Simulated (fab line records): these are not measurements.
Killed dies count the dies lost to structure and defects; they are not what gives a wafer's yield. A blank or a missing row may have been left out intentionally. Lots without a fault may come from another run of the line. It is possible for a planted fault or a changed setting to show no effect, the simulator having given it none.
Which tool is to blame? + flow nand harc + 69 wafers from 23 lots sampled at 4 of the route's 1302 steps

== WHAT THE GAUGES SHOWED, per wafer ==
NHARC_P_M2_INSPECT_27.
| lot  | measured     | on                | raw defect count |
|------|--------------|-------------------|------------------|
| L074 | day 6 13:29  | defect inspect-02 | 181 284 180      |
| L075 | day 6 20:47  | defect inspect-01 | 236 751 506      |
| L076 | day 7 12:16  | defect inspect-01 | 281 279 254      |
| L078 | day 8 08:22  | defect inspect-01 | 180 228 249      |
| L079 | day 8 16:32  | defect inspect-02 | 294 549 422      |
| L080 | day 9 12:16  | defect inspect-01 | 575 249 462      |
| L081 | day 9 08:35  | defect inspect-01 | 255 292 218      |
| L082 | day 9 17:49  | defect inspect-01 | 434 214 328      |
| L083 | day 10 08:52 | defect inspect-02 | 377 414 277      |
| L084 | day 10 13:22 | defect inspect-02 | 644 646 339      |
| L085 | day 11 01:07 | defect inspect-02 | 307 375 387      |
| L086 | day 11 10:30 | defect inspect-02 | 233 287 181      |
| L087 | day 12 12:50 | defect inspect-01 | 310 412 280      |
| L088 | day 12 12:25 | defect inspect-02 | 223 284 356      |
| L089 | day 12 20:25 | defect inspect-01 | 346 643 378      |
| L090 | day 13 07:11 | defect inspect-02 | 480 361 419      |
| L091 | day 13 22:19 | defect inspect-01 | 283 318 328      |
| L092 | day 13 22:58 | defect inspect-02 | 325 268 196      |
| L093 | day 14 10:36 | defect inspect-02 | 408 392 314      |
| L094 | day 14 22:25 | defect inspect-02 | 322 315 384      |
| L095 | day 15 03:34 | defect inspect-01 | 621 438 522      |
| L096 | day 15 22:58 | defect inspect-01 | 252 369 273      |
| L097 | day 16 05:30 | defect inspect-01 | 223 335 250      |

NHARC_P_BONDPAD_THK_MEAS_20: measures by xrf.
| lot  | measured     | on            | thk nm (nm)       |
|------|--------------|---------------|-------------------|
| L074 | day 6 17:51  | film metro-01 | 162.5 162.2 160.0 |
| L075 | day 7 01:26  | film metro-01 | 159.4 163.2 160.2 |
| L076 | day 7 16:36  | film metro-01 | 162.7 162.5 164.3 |
| L078 | day 8 12:43  | film metro-02 | 159.5 158.9 161.9 |
| L079 | day 8 20:44  | film metro-01 | 160.7 160.3 159.9 |
| L080 | day 9 16:44  | film metro-02 | 160.6 157.3 160.3 |
| L081 | day 9 12:57  | film metro-01 | 161.6 160.3 163.0 |
| L082 | day 9 22:04  | film metro-01 | 160.7 159.5 162.0 |
| L083 | day 10 13:13 | film metro-01 | 161.2 160.5 161.0 |
| L084 | day 10 17:42 | film metro-01 | 161.9 161.0 162.1 |
| L085 | day 11 05:19 | film metro-02 | 156.4 158.1 159.3 |
| L086 | day 11 14:49 | film metro-02 | 161.1 163.2 161.7 |
| L087 | day 12 17:21 | film metro-01 | 162.8 162.2 162.2 |
| L088 | day 12 16:53 | film metro-01 | 161.1 161.2 160.7 |
| L089 | day 13 00:46 | film metro-01 | 158.0 160.9 162.8 |
| L090 | day 13 11:32 | film metro-02 | 161.2 160.4 161.4 |
| L091 | day 14 02:38 | film metro-01 | 159.0 159.0 160.1 |
| L092 | day 14 03:10 | film metro-01 | 159.1 160.8 161.6 |
| L093 | day 14 14:47 | film metro-01 | 162.6 159.0 159.2 |
| L094 | day 15 02:45 | film metro-02 | 158.2 156.8 160.4 |
| L095 | day 15 08:08 | film metro-02 | 161.6 158.6 162.5 |
| L096 | day 16 03:13 | film metro-01 | 160.4 160.8 160.6 |
| L097 | day 16 09:49 | film metro-01 | 160.3 161.9 160.0 |

== EACH LOT AND THE TOOL THAT RAN IT (in order: tool; ch and the chambers of the sampled wafers; start) ==
| lot  | NHARC_P_ZERO_WELL_DESCUM_39        | NHARC_P_M1_STRIP_18                |
|------|------------------------------------|------------------------------------|
| L074 | rie diel-13 ch 0,3, day 2 01:01    | rie diel-08 ch 0,1, day 6 06:59    |
| L075 | rie diel-13 ch 1,2, day 2 10:12    | rie diel-07 ch 1,2,3, day 6 14:18  |
| L076 | rie diel-13 ch 2,3, day 2 20:15    | rie diel-08 ch 1,3, day 7 05:59    |
| L078 | rie diel-13 ch 0,2,3, day 3 16:11  | rie diel-08 ch 1,2, day 8 02:01    |
| L079 | rie diel-13 ch 0,2,3, day 4 02:16  | rie diel-07 ch 0,3, day 8 10:04    |
| L080 | rie diel-07 ch 1,3, day 4 19:20    | rie diel-09 ch 2,3, day 9 05:36    |
| L081 | rie diel-07 ch 2,3, day 5 02:21    | rie diel-09 ch 2,3, day 9 02:02    |
| L082 | rie diel-13 ch 0,1,2, day 5 08:26  | rie diel-08 ch 0,3, day 9 11:28    |
| L083 | rie diel-03 ch 0,1,3, day 5 18:55  | rie diel-08 ch 0,1,2, day 10 02:31 |
| L084 | rie diel-13 ch 1,2,3, day 6 04:44  | rie diel-09 ch 0,1, day 10 06:49   |
| L085 | rie diel-13 ch 0,2, day 6 14:17    | rie diel-09 ch 0,1,2, day 10 18:49 |
| L086 | rie diel-13 ch 2,3, day 7 00:15    | rie diel-09 ch 1,2, day 11 04:00   |
| L087 | rie diel-03 ch 0,1,2, day 7 10:08  | rie diel-09 ch 0,2,3, day 12 06:14 |
| L088 | rie diel-13 ch 0,3, day 7 20:08    | rie diel-08 ch 0,3, day 12 05:55   |
| L089 | rie diel-13 ch 0,3, day 8 07:14    | rie diel-09 ch 0,2,3, day 12 13:40 |
| L090 | rie diel-03 ch 0,2,3, day 8 16:10  | rie diel-08 ch 0,1,3, day 13 00:49 |
| L091 | rie diel-03 ch 0,3, day 9 02:15    | rie diel-07 ch 0,2, day 13 15:56   |
| L092 | rie diel-13 ch 0,1,2, day 9 12:24  | rie diel-07 ch 0,1,3, day 13 16:23 |
| L093 | rie diel-13 ch 1,2,3, day 9 22:41  | rie diel-08 ch 0,2,3, day 14 04:08 |
| L094 | rie diel-03 ch 1,3, day 10 08:22   | rie diel-08 ch 0,1,2, day 14 15:49 |
| L095 | rie diel-03 ch 1,2,3, day 10 18:28 | rie diel-09 ch 0,2,3, day 14 21:14 |
| L096 | rie diel-07 ch 0,1,2, day 11 11:18 | rie diel-09 ch 0,3, day 15 16:28   |
| L097 | rie diel-03 ch 0,1,3, day 11 14:08 | rie diel-08 ch 0,2, day 15 23:07   |
- NHARC_P_ZERO_WELL_DESCUM_39: chemistry O2, time 3 s.
- NHARC_P_M1_STRIP_18: strips in N2/H2.

== WHAT THE TOOLS THEMSELVES READ (means of the sampled wafers that have a number; where no wafer has one, the mark that the record gives instead) ==
NHARC_P_ZERO_WELL_DESCUM_39.
| lot  | tool        | drypump motor current A (A) | oes product au (a.u.) | rf vpp V (V) | showerhead plenum p Torr (Torr) | throttle valve pct (%) |
|------|-------------|-----------------------------|-----------------------|--------------|---------------------------------|------------------------|
| L074 | rie diel-13 | 5.7                         | 0.976                 | 57.6         | 1.99                            | 11.309                 |
| L075 | rie diel-13 | 5.5                         | 0.977                 | 59.2         | 2.02                            | 11.313                 |
| L076 | rie diel-13 | 5.9                         | 0.991                 | 58.4         | 1.94                            | 11.314                 |
| L078 | rie diel-13 | 5.8                         | 0.989                 | 57.9         | 1.96                            | 11.319                 |
| L079 | rie diel-13 | 5.8                         | 0.984                 | 59.4         | 1.96                            | 11.315                 |
| L080 | rie diel-07 | 6.3                         | 1.003                 | 57.7         | 1.95                            | 11.319                 |
| L081 | rie diel-07 | 5.8                         | 0.999                 | 57.9         | 1.86                            | 11.310                 |
| L082 | rie diel-13 | 5.5                         | 0.981                 | 57.9         | 1.99                            | 11.308                 |
| L083 | rie diel-03 | 5.8                         | 1.004                 | 57.9         | 1.90                            | 11.313                 |
| L084 | rie diel-13 | 5.8                         | 0.997                 | 57.5         | 1.98                            | 11.304                 |
| L085 | rie diel-13 | 5.6                         | 0.990                 | 58.0         | 1.93                            | 11.309                 |
| L086 | rie diel-13 | 5.9                         | 1.001                 | 58.8         | 1.93                            | 11.310                 |
| L087 | rie diel-03 | 5.9                         | 1.004                 | 58.6         | 1.89                            | 11.309                 |
| L088 | rie diel-13 | 5.7                         | 0.990                 | 58.4         | 1.98                            | 11.310                 |
| L089 | rie diel-13 | 6.0                         | 1.002                 | 58.2         | 1.97                            | 11.316                 |
| L090 | rie diel-03 | 6.2                         | 0.997                 | 57.0         | 1.89                            | 11.309                 |
| L091 | rie diel-03 | 6.3                         | 0.997                 | 57.4         | 1.85                            | 11.313                 |
| L092 | rie diel-13 | 5.5                         | 1.000                 | 57.8         | 1.97                            | 11.311                 |
| L093 | rie diel-13 | 5.8                         | 0.995                 | 57.2         | 1.97                            | 11.307                 |
| L094 | rie diel-03 | 5.4                         | 1.012                 | 57.9         | 1.93                            | 11.308                 |
| L095 | rie diel-03 | 5.8                         | 1.004                 | 57.7         | 1.92                            | 11.315                 |
| L096 | rie diel-07 | 6.1                         | 1.018                 | 58.5         | 1.92                            | 11.299                 |
| L097 | rie diel-03 | 5.8                         | 1.001                 | 58.1         | 1.89                            | 11.312                 |

NHARC_P_M1_STRIP_18.
| lot  | tool        | drypump motor current A (A) | oes product au (a.u.) | rf vpp V (V) | showerhead plenum p Torr (Torr) | throttle valve pct (%) |
|------|-------------|-----------------------------|-----------------------|--------------|---------------------------------|------------------------|
| L074 | rie diel-08 | 5.1                         | 1.009                 | 90.0         | 1.95                            | 14.183                 |
| L075 | rie diel-07 | 6.1                         | 1.002                 | 90.5         | 2.02                            | 14.180                 |
| L076 | rie diel-08 | 5.1                         | 1.025                 | 89.7         | 1.99                            | 14.171                 |
| L078 | rie diel-08 | 4.8                         | 1.013                 | 90.2         | 2.01                            | 14.169                 |
| L079 | rie diel-07 | 5.7                         | 0.998                 | 90.0         | 1.97                            | 14.171                 |
| L080 | rie diel-09 | 5.2                         | 0.986                 | 90.9         | 2.07                            | 14.174                 |
| L081 | rie diel-09 | 5.4                         | 0.983                 | 91.3         | 2.12                            | 14.179                 |
| L082 | rie diel-08 | 5.3                         | 1.005                 | 89.9         | 2.00                            | 14.168                 |
| L083 | rie diel-08 | 5.0                         | 1.006                 | 90.6         | 1.98                            | 14.170                 |
| L084 | rie diel-09 | 6.0                         | 1.009                 | 91.5         | 2.13                            | 14.167                 |
| L085 | rie diel-09 | 5.9                         | 1.005                 | 90.6         | 2.14                            | 14.179                 |
| L086 | rie diel-09 | 5.9                         | 0.989                 | 90.7         | 2.15                            | 14.179                 |
| L087 | rie diel-09 | 5.4                         | 0.988                 | 91.2         | 2.10                            | 14.177                 |
| L088 | rie diel-08 | 5.3                         | 0.993                 | 90.9         | 2.00                            | 14.171                 |
| L089 | rie diel-09 | 5.4                         | 0.991                 | 91.5         | 2.10                            | 14.171                 |
| L090 | rie diel-08 | 5.2                         | 1.006                 | 90.6         | 2.00                            | 14.171                 |
| L091 | rie diel-07 | 5.8                         | 0.996                 | 90.2         | 1.98                            | 14.176                 |
| L092 | rie diel-07 | 6.0                         | 0.992                 | 90.7         | 2.00                            | 14.169                 |
| L093 | rie diel-08 | 5.1                         | 1.000                 | 90.4         | 2.03                            | 14.174                 |
| L094 | rie diel-08 | 5.0                         | 1.007                 | 89.9         | 1.98                            | 14.174                 |
| L095 | rie diel-09 | 5.4                         | 0.998                 | 90.0         | 2.10                            | 14.179                 |
| L096 | rie diel-09 | 5.4                         | 0.994                 | 90.2         | 2.09                            | 14.179                 |
| L097 | rie diel-08 | 5.1                         | 0.995                 | 90.4         | 1.99                            | 14.177                 |

== THE ANSWER, worked out from the rows above alone ==
Rule: the lots themselves supply what counts as usual. Put in order of their means at a reading, lots are off if they are a third of the lots or fewer, leave a main group of 4 or more, and stand apart from it by a gap of 3 or more times the standard deviation of the main group's means; of several such gaps the widest counts. The tables above print the reading to a certain number of digits; a main group whose means all agree to those digits is not used. Also off: a lot with no number at a reading for which 4 or more lots have one. All remaining lots with rows at the step are treated as sound. Order of review: gauges by route order, followed by the tools' own readings, for which a lot's mean as printed above is used. The first step at which some lot is off is used, and at that step the reading that is off furthest; a lot without a number counts as furthest.
Across all readings shown, no lot is off: no conclusion can be drawn from this.

== WHAT HAD BEEN PUT IN BY THE SIMULATOR ==
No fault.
